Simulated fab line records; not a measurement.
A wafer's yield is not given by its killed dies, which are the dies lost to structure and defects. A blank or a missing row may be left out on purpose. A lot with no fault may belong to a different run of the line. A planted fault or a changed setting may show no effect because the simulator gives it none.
fab line records	flow nandHarc
record lots=5	wafers=15	lastDay=33
route steps=1302 shown P_GATE@126 END@1302
lots with no fault: from the same line, run without faults
startH: start of the lot's first displayed wafer, in hours after the record's first day	waitH: how many hours have passed since the lot's step before this one	" identical to the entry in the row above	L1.1+2: several wafers, shown together as one row	- no value, or no start was given	* or withheld: withheld	< > ~ a bound
route shown NAME@n: a module of which the file shows steps, and the number in the route of the first	usual: mean/standard deviation taken from wafers without a fault	same: alike in all rows	chamber/n: place in a boat	sites: readings site by site	_std_site: the values' standard deviation	_edge_site: outer sites' mean less inner sites'	radiusMm: for every site, how far away it sits from the centre of the wafer	mask NAME#n: copy n	behind: the most recent tool/chamber to have shaped the wafer	hold: the reason the lot was held/the length of the hold in hours/how it ended	device: transistor that didn't switch, given as n, p or np	end of line: at the end of the route, the tests of the same wafers	a step with no rows: only its recipe	killed: at the first sort, the dies lost to defects and structure; wafer yield is something else	map: a wafer's dies, x killed, . not, _ none there
set.NAME: the run value of the setting; set.NAME@STEP: its run value at that earlier step	model.NAME: the simulator's own value behind a step, which no gauge read
lots at some steps of the route; a table a step, a row a wafer
services: from which hour (startH, from the record's first day; less than 0 if before it) a tool's chamber was out of use, for how many hours, and why
## steps
# step NHARC_P_GATE_STRIP_15
# recipe timeS=780	tempC=130	chemistry=SPM
# step NHARC_P_GATE_PRECLEAN_71
# recipe timeS=*	tempC=50	bathAgeMin=0	chemistry=SC1
# step NHARC_P_GATE_SRD_72
# step NHARC_P_GATE_OXIDE_16
# recipe targetThkA=30	tempC=875	oxTimeS=392	material=SiO2
# step NHARC_P_GATE_CVD_17
# recipe targetThkA=1500	tempC=620	timeS=900	material=poly-Si
# step NHARC_P_GATE_HM_DEP_102
# recipe targetThkA=1200	tempC=400	material=aC
# usual throttleValvePct=34.999/0.0092
lot.wafer	tool	chamber	startH	waitH	throttleValvePct
L628.1	aclDep-03	0	130.68	0.4	35.006
L628.5	"	0	"	"	34.991
L628.6	"	0	"	"	35.014
L635.1	aclDep-01	0	206.17	1.6	35.011
L635.3	"	0	"	"	35.011
L635.6	"	0	"	"	35.020
L637.2	aclDep-03	0	228.93	1.9	35.007
L637.4	"	0	"	"	34.989
L637.6	"	0	"	"	34.988
L638.1	aclDep-01	0	243.38	2.6	34.987
L638.3	"	0	"	"	34.997
L638.5	"	0	"	"	35.000
L647.1	aclDep-02	0	325.40	0.4	34.996
L647.3	"	0	"	"	35.008
L647.6	"	0	"	"	35.008
# step NHARC_P_GATE_DEP_103
# recipe targetThkA=300	targetThkNm=30	tempC=400	flowSccm=200	rfW=350	material=SiON
# usual heaterPowerOuterW=419/62	heaterPowerW=691/78
lot.wafer	tool	chamber	startH	waitH	heaterPowerOuterW	heaterPowerW	sinceWetCleanH
L628.1	pecvd-04	0	131.40	0.6	404	659	30
L628.6	"	2	"	"	482	743	-
L628.5	"	0	"	"	394	678	-
L635.1	pecvd-03	2	206.87	0.6	394	698	9
L635.3	"	0	"	"	324	604	9
L635.6	"	1	"	"	421	698	-
L637.2	pecvd-04	2	229.55	0.5	476	698	128
L637.6	"	1	"	"	398	663	-
L637.4	"	0	"	"	379	625	-
L638.3	pecvd-04	1	244.09	0.4	409	686	143
L638.1	"	2	"	"	496	750	143
L638.5	"	1	"	"	406	676	-
L647.3	pecvd-03	2	326.06	0.3	329	622	128
L647.1	"	1	"	"	428	713	128
L647.6	"	0	"	"	358	635	-
# step NHARC_P_GATE_DEHYDRATE_18
# recipe tempC=150	timeS=120
# step NHARC_P_GATE_HMDS_19
# recipe timeS=30
# step NHARC_P_GATE_COAT_20
# recipe spinRpm=1500	resistThkNm=90
# step NHARC_P_GATE_SOFTBAKE_21
# recipe tempC=105	timeS=55
# step NHARC_P_GATE_EBR_22
# step NHARC_P_GATE_EXPOSE_23
# recipe na=1.35	targetCdNm=120	doseMj=93.91	maskId=P_GATE
lot.wafer	tool	chamber	startH	waitH	mask
L628.1+5+6	arfiScanner-02	0	131.89	-	P_GATE#0
L635.1+3+6	arfiScanner-03	0	207.25	-	P_GATE#0
L637.2+4+6	arfiScanner-02	0	230.06	-	P_GATE_R1#0
L638.1+3+5	arfiScanner-02	0	244.50	-	P_GATE#0
L647.1+3+6	arfiScanner-03	0	326.60	-	P_GATE#0
# step NHARC_P_GATE_PEB_24
# recipe pebTempC=100	pebTimeS=65
# step NHARC_P_GATE_DEVELOP_25
# recipe developTimeS=35	devTempC=23
# step NHARC_P_GATE_CD_MEAS_26
# recipe targetCdNm=120	landingEnergyEv=500
# usual cdNm=120.1/0.57
lot.wafer	tool	chamber	startH	waitH	cdNm
L628.1	cdSem-03	0	132.03	-	120.2
L628.5	"	0	"	"	119.4
L628.6	"	0	"	"	119.7
L635.1	cdSem-03	0	207.39	-	119.7
L635.3	"	0	"	"	120.5
L635.6	"	0	"	"	120.7
L637.2	cdSem-02	0	230.20	-	112.3
L637.4	"	0	"	"	113.1
L637.6	"	0	"	"	113.9
L638.1	cdSem-03	0	244.64	-	119.9
L638.3	"	0	"	"	120.2
L638.5	"	0	"	"	121.7
L647.1	cdSem-01	0	326.74	-	119.7
L647.3	"	0	"	"	120.7
L647.6	"	0	"	"	120.4
# step NHARC_P_GATE_OVL_MEAS_27
# usual overlayXNm=0.1/0.77	overlayYNm=-0.1/0.77
lot.wafer	tool	chamber	startH	waitH	overlayXNm	overlayYNm
L628.1	overlay-01	-	132.12	-	-0.9	-1.1
L628.5	"	-	"	"	-0.3	-1.2
L628.6	"	-	"	"	-0.7	-0.6
L635.1	overlay-01	-	207.48	-	0.3	-0.6
L635.3	"	-	"	"	0.6	-0.3
L635.6	"	-	"	"	-0.1	0.1
L637.2	overlay-01	-	230.29	-	-0.1	0.0
L637.4	"	-	"	"	-0.4	-0.3
L637.6	"	-	"	"	-0.5	-0.6
L638.1	overlay-02	-	244.73	-	0.6	0.5
L638.3	"	-	"	"	0.6	0.3
L638.5	"	-	"	"	0.6	-0.1
L647.1	overlay-01	-	326.82	-	-0.8	-0.7
L647.3	"	-	"	"	-0.3	-0.4
L647.6	"	-	"	"	-0.7	-0.2
# step NHARC_P_GATE_INSPECT_28
# usual rawDefectCount=7/3
lot.wafer	tool	chamber	startH	waitH	rawDefectCount
L628.1	defectInspect-02	-	132.17	0.1	4
L628.5	"	-	"	"	10
L628.6	"	-	"	"	2
L635.1	defectInspect-02	-	207.51	0.0	8
L635.3	"	-	"	"	12
L635.6	"	-	"	"	7
L637.2	defectInspect-02	-	230.32	0.0	6
L637.4	"	-	"	"	7
L637.6	"	-	"	"	5
L638.1	defectInspect-01	-	244.77	0.0	6
L638.3	"	-	"	"	4
L638.5	"	-	"	"	10
L647.1	defectInspect-01	-	326.86	0.0	3
L647.3	"	-	"	"	1
L647.6	"	-	"	"	6
# step NHARC_P_GATE_DESCUM_31
# recipe timeS=3	o2FlowSccm=200	arFlowSccm=0	biasPowerW=0	chemistry=O2
# usual drypumpMotorCurrentA=5.6/0.38	mfcArSccm=0.006/0.01	oesProductAu=1.002/0.011	rfVppV=57.9/0.82	showerheadPlenumPTorr=1.95/0.072	throttleValvePct=11.311/0.009
lot.wafer	tool	chamber	startH	waitH	drypumpMotorCurrentA	mfcArSccm	oesProductAu	rfHoursCounterH	rfVppV	showerheadPlenumPTorr	throttleValvePct	model.P_GATE.cdNm
L628.1	rieDiel-10	2	132.23	0.1	5.5	0	0.997	1.7	57.9	2.05	11.313	120.7
L628.6	"	2	"	"	5.5	0	1.002	-	59.7	2.05	11.309	120.5
L628.5	"	3	"	"	5.8	0	1.016	-	58.3	1.98	11.306	119.9
L635.3	rieDiel-07	2	207.57	0.1	5.9	0	0.973	4.4	58.9	2.03	11.308	120.2
L635.1	"	3	"	"	6.2	0	0.992	4.6	58.3	1.94	11.310	119.1
L635.6	"	3	"	"	6.3	0	0.995	-	57.2	1.94	11.293	120.5
L637.4	rieDiel-02	2	230.39	0.1	6.1	0.017	1.010	0.5	57.8	1.96	11.306	112.7
L637.2	"	1	"	"	5.6	0	0.998	0.9	58.3	2.01	11.323	112.1
L637.6	"	2	"	"	6.1	0.017	1.019	-	59.2	1.96	11.315	113.4
L638.1	rieDiel-02	2	244.83	0.1	6.1	0.017	1.023	1.4	58.9	1.96	11.304	119.4
L638.3	"	1	"	"	5.6	0	1.002	1.8	58.2	2.01	11.300	120.7
L638.5	"	2	"	"	6.1	0.017	1.013	-	57.3	1.96	11.325	121.1
L647.1	rieDiel-02	3	326.92	0.1	5.6	0	1.003	6.3	56.6	1.82	11.301	119.8
L647.3	"	1	"	"	5.6	0	1.008	7.1	58.0	2.01	11.305	120.6
L647.6	"	3	"	"	5.6	0	1.014	-	56.3	1.82	11.312	120.8
# step NHARC_P_GATE_ETCH_104
# recipe targetDepthA=600	timeS=withheld	cf4FlowSccm=100	chf3FlowSccm=30	arFlowSccm=0	rfW=500	biasW=200	chemistry=CF4/CHF3
# usual drypumpMotorCurrentA=5.6/0.39	mfcArSccm=0.007/0.011	oesProductAu=0.946/0.025	rfVppV=371.5/2	showerheadPlenumPTorr=1.60/0.056	throttleValvePct=16.801/0.0096
lot.wafer	tool	chamber	startH	waitH	drypumpMotorCurrentA	mfcArSccm	oesProductAu	rfVppV	showerheadPlenumPTorr	throttleValvePct
L628.1	rieDiel-10	2	132.33	0.1	5.5	0	0.917	374.5	1.68	16.801
L628.5	"	3	"	"	5.8	0	0.971	371.8	1.63	16.784
L628.6	"	0	"	"	5.4	0.034	0.923	369.8	1.56	16.794
L635.3	rieDiel-07	0	207.66	0.1	5.5	0.003	0.925	369.3	1.55	16.801
L635.1	"	3	"	"	6.3	0	0.937	369.7	1.60	16.798
L635.6	"	0	"	"	5.5	0.003	0.917	370.4	1.55	16.800
L637.4	rieDiel-02	2	230.47	0.1	6.1	0.017	0.989	371.9	1.61	16.804
L637.2	"	0	"	"	5.1	0	0.988	370.5	1.55	16.793
L637.6	"	2	"	"	6.1	0.017	0.983	371.0	1.61	16.792
L638.3	rieDiel-02	2	244.92	0.1	6.1	0.017	0.974	371.6	1.61	16.808
L638.1	"	0	"	"	5.1	0	0.995	370.0	1.55	16.812
L638.5	"	2	"	"	6.1	0.017	0.980	371.6	1.61	16.801
L647.1	rieDiel-02	3	327.01	0.1	5.6	0	0.947	368.9	1.50	16.804
L647.3	"	1	"	"	5.6	0	0.964	372.9	1.65	16.791
L647.6	"	3	"	"	5.6	0	0.953	367.2	1.50	16.797
# step NHARC_P_GATE_HM_OPEN_105
# recipe targetDepthA=3600	o2FlowSccm=400	cosFlowSccm=20	arFlowSccm=0	rfW=500	biasW=300	chemistry=O2/COS
# usual drypumpMotorCurrentA=5.6/0.38	mfcArSccm=0.007/0.011	oesProductAu=1.002/0.0099	rfVppV=468.2/2.3	showerheadPlenumPTorr=3.17/0.11	throttleValvePct=28.330/0.0094
lot.wafer	tool	chamber	startH	waitH	drypumpMotorCurrentA	mfcArSccm	oesProductAu	rfHoursCounterH	rfVppV	showerheadPlenumPTorr	throttleValvePct
L628.1	rieDiel-10	2	-	-	5.5	0	0.993	1.7	471.6	3.33	28.340
L628.6	"	3	"	"	5.8	0	1.004	-	468.8	3.22	28.325
L628.5	"	0	"	"	5.4	0.034	0.995	-	467.6	3.09	28.323
L635.1	rieDiel-07	2	-	-	5.9	0	0.983	4.4	471.1	3.31	28.344
L635.3	"	0	"	"	5.5	0.003	1.001	5.0	465.6	3.08	28.338
L635.6	"	3	"	"	6.3	0	1.002	-	468.2	3.17	28.338
L637.2	rieDiel-02	2	-	-	6.1	0.017	1.006	0.5	468.1	3.19	28.329
L637.4	"	1	"	"	5.6	0	0.992	0.9	470.5	3.27	28.334
L637.6	"	2	"	"	6.1	0.017	1.004	-	469.4	3.19	28.332
L638.3	rieDiel-02	1	-	-	5.6	0	0.999	1.8	470.3	3.27	28.326
L638.1	"	2	"	"	6.1	0.017	1.019	1.5	469.0	3.19	28.332
L638.5	"	1	"	"	5.6	0	1.008	-	470.8	3.27	28.313
L647.3	rieDiel-02	1	-	-	5.6	0	1.015	7.1	470.6	3.27	28.317
L647.1	"	2	"	"	6.1	0.017	1.017	6.8	468.2	3.19	28.337
L647.6	"	0	"	"	5.1	0	1.014	-	467.3	3.08	28.325
# step NHARC_P_GATE_STRIP_106
# recipe o2FlowSccm=400	cosFlowSccm=20	arFlowSccm=0	biasW=0	chemistry=O2/COS
# step NHARC_P_GATE_ETCH_114
# recipe targetDepthA=300	overetchA=30	timeS=16.5	ionEnergyEv=100	cf4FlowSccm=80	o2FlowSccm=20	arFlowSccm=0	rfW=300	biasW=100	chemistry=CF4/O2
# step NHARC_P_GATE_ETCH_32
# recipe targetDepthA=1500	overEtchFrac=1	overEtchIonEnergyEv=40	timeS=100.1	hbrFlowSccm=150	cl2FlowSccm=50	rfW=400	icpW=400	biasW=100	chemistry=HBr/Cl2
# usual drypumpMotorCurrentA=5.8/0.47	hbrFlowSccm=150.0/0.49	oesProductAu=0.999/0.01	throttleValvePct=26.406/0.0087
lot.wafer	tool	chamber	startH	waitH	drypumpMotorCurrentA	hbrFlowSccm	oesProductAu	rfHoursCounterH	throttleValvePct	model.P_GATE.cdNm
L628.1	rieSi-06	3	132.70	-	6.5	150.4	1.009	0.4	26.409	122.7
L628.5	"	3	"	"	6.5	149.8	1.008	-	26.402	119
L628.6	"	0	"	"	6.3	149.7	1.005	-	26.412	121.7
L635.1	rieSi-04	1	208.04	-	5.8	149.3	0.996	0.2	26.419	123.3
L635.3	"	3	"	"	5.3	149.6	0.989	0.4	26.401	124.9
L635.6	"	0	"	"	6.4	149.4	1.008	-	26.407	122.3
L637.4	rieSi-02	2	230.85	-	5.3	149.6	1.005	0.6	26.400	110.1
L637.2	"	0	"	"	5.4	149.9	1.005	0.7	26.415	110.9
L637.6	"	3	"	"	5.6	149.8	1.017	-	26.406	112.6
L638.3	rieSi-02	1	245.29	-	5.8	149.8	0.985	0.8	26.421	120.7
L638.1	"	3	"	"	5.6	150.4	1.012	0.8	26.420	117.9
L638.5	"	1	"	"	5.8	149.3	0.981	-	26.415	120
L647.3	rieSi-02	1	327.38	-	5.8	150.3	0.989	0.3	26.421	122.7
L647.1	"	0	"	"	5.4	149.9	0.993	0.3	26.390	120.8
L647.6	"	2	"	"	5.3	150.1	1.004	-	26.394	125
# step NHARC_P_GATE_STRIP_108
# recipe o2FlowSccm=500	arFlowSccm=0	biasW=0	chemistry=O2
# usual drypumpMotorCurrentA=5.6/0.41	mfcArSccm=0.006/0.01	oesProductAu=1.002/0.011	rfVppV=57.9/0.88	showerheadPlenumPTorr=3.59/0.12	throttleValvePct=17.037/0.0085
lot.wafer	tool	chamber	startH	waitH	drypumpMotorCurrentA	mfcArSccm	oesProductAu	rfHoursCounterH	rfVppV	showerheadPlenumPTorr	throttleValvePct
L628.1	rieDiel-02	1	132.91	-	5.6	0	1.016	3	58.2	3.70	17.040
L628.6	"	2	"	"	6.1	0.017	1.013	-	58.1	3.61	17.033
L628.5	"	3	"	"	5.6	0	1.015	-	57.4	3.37	17.032
L635.1	rieDiel-10	1	208.24	-	6.0	0.015	1.009	7	58.1	3.51	17.026
L635.3	"	2	"	"	5.5	0	1.002	6	59.1	3.76	17.037
L635.6	"	1	"	"	6.0	0.015	1.017	-	57.7	3.51	17.048
L637.2	rieDiel-07	3	231.02	-	6.3	0	0.983	5	58.4	3.58	17.037
L637.4	"	0	"	"	5.5	0.003	0.998	6	56.4	3.48	17.018
L637.6	"	2	"	"	5.9	0	0.985	-	56.6	3.74	17.041
L638.1	rieDiel-02	1	245.47	-	5.6	0	1.001	2	59.0	3.69	17.042
L638.3	"	2	"	"	6.1	0.017	1.013	2	56.6	3.61	17.042
L638.5	"	0	"	"	5.1	0	1.019	-	58.4	3.48	17.044
L647.1	rieDiel-02	2	327.56	-	6.1	0.017	1.013	7	57.5	3.60	17.046
L647.3	"	0	"	"	5.1	0	1.009	7	57.7	3.48	17.033
L647.6	"	2	"	"	6.1	0.017	1.012	-	58.6	3.60	17.023
# step NHARC_END_SORT_01
# recipe tempC=25
# usual killedAtArray=55/20	killedAtOther=1.2/1.3	killedAtPeriphery=4.0/3	killedDies=60/21	killedOpen=3.2/1.9	killedShort=2.5/1.6
# same grossDies=677
lot.wafer	tool	chamber	startH	waitH	killedAtArray	killedAtOther	killedAtPeriphery	killedDies	killedOpen	killedShort
L637.2	prober-02	0	702.30	2.8	80	0	7	87	2	2
L637.4	prober-02	0	703.91	3.4	72	2	5	79	2	2
L637.6	prober-02	0	705.51	4.0	77	1	4	82	5	3
# killed by level:class
L637.2 A_SLIT:chamberFilmFlake=34 A_CHANNEL_HOLE_D1:chamberFilmFlake=33 A_STAIRCASE:chamberFilmFlake=5 P_GATE:chamberFilmFlake=4 P_M1:chamberFilmFlake=2 A_DECK1_JOINT:geometricParticle:short=1 A_WL_FILL:geometricParticle:short=1 A_WL_FILL:geometricParticle:open=1
L637.4 A_SLIT:chamberFilmFlake=34 A_CHANNEL_HOLE_D1:chamberFilmFlake=30 A_CHANNEL_FILL_D2:chamberFilmFlake=3 P_GATE:chamberFilmFlake=2 THIN_TSV:chamberFilmFlake=2 P_GATE:geometricParticle:open=1 A_CHANNEL_FILL_D1:geometricParticle:short=1 A_WL_FILL:geometricParticle:open=1
L637.6 A_SLIT:chamberFilmFlake=33 A_CHANNEL_HOLE_D1:chamberFilmFlake=33 A_CONTACT:chamberFilmFlake=4 P_GATE:geometricParticle:open=1 P_M0:geometricParticle:short=1 P_M0:geometricParticle:open=1 A_SOURCE_PLATE:geometricParticle:short=1 A_ONON_D2:geometricParticle:short=1
## services
tool	chamber	startH	hours	kind
arfiScanner-02	-	111.43	1.6	repair
rieDiel-07	-	117.20	9.0	pm
aclDep-03	-	117.68	13.0	pm
arfiScanner-02	-	140.00	4.0	pm
rieDiel-07	3	165.80	4.2	repair
pecvd-03	-	180.71	0.5	repair
rieSi-02	2	184.15	11.7	repair
pecvd-03	-	185.00	13.0	pm
aclDep-01	-	189.52	13.0	pm
arfiScanner-03	-	196.00	4.0	pm
rieDiel-02	-	217.02	9.0	pm
rieSi-02	3	220.74	6.7	repair
rieDiel-10	1	227.91	13.4	repair
rieDiel-10	-	242.50	9.0	pm
arfiScanner-02	-	260.08	5.4	repair
pecvd-03	-	261.90	1.6	repair
rieDiel-02	2	263.44	4.9	repair
rieDiel-07	2	266.82	4.5	repair
pecvd-04	-	269.27	13.0	pm
rieSi-02	-	277.00	9.0	pm
rieDiel-07	1	280.35	4.8	repair
rieDiel-07	-	294.20	9.0	pm
arfiScanner-02	-	312.00	4.0	pm
rieDiel-02	-	317.89	2.4	repair
## key
firstSign step=NHARC_P_GATE_EXPOSE_23	reading=mask	direction=changed
effect step=NHARC_P_GATE_CD_MEAS_26	reading=cdNm	direction=down	sigmas=12	usual=120.1	struck=113.1
modelEffect step=NHARC_P_GATE_DESCUM_31	value=P_GATE.cdNm	without=119.5	struck=112.7
modelEffect step=NHARC_P_GATE_ETCH_32	value=P_GATE.cdNm	without=117.9	struck=111.2
metAt NHARC_P_GATE_EXPOSE_23
struckWafers L637.2,L637.4,L637.6
testerLeftOut L637
onsetBetween 131.89 230.06
fault kind=wrongMask	tool=any	chamber=-	onsetH=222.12	steps=NHARC_P_GATE_EXPOSE_23	auxCopy=P_GATE_R1#0	cdOffsetNm=-6.7088	scope=struckLotsOnly
# testerLeftOut: of these lots the tester's yield and bins aren't shown, on N5 and GAA mostly nor the transistor test; their killed dies are dies lost to structure and defects alone, not to doping, threshold or leakage, so they don't give the yield
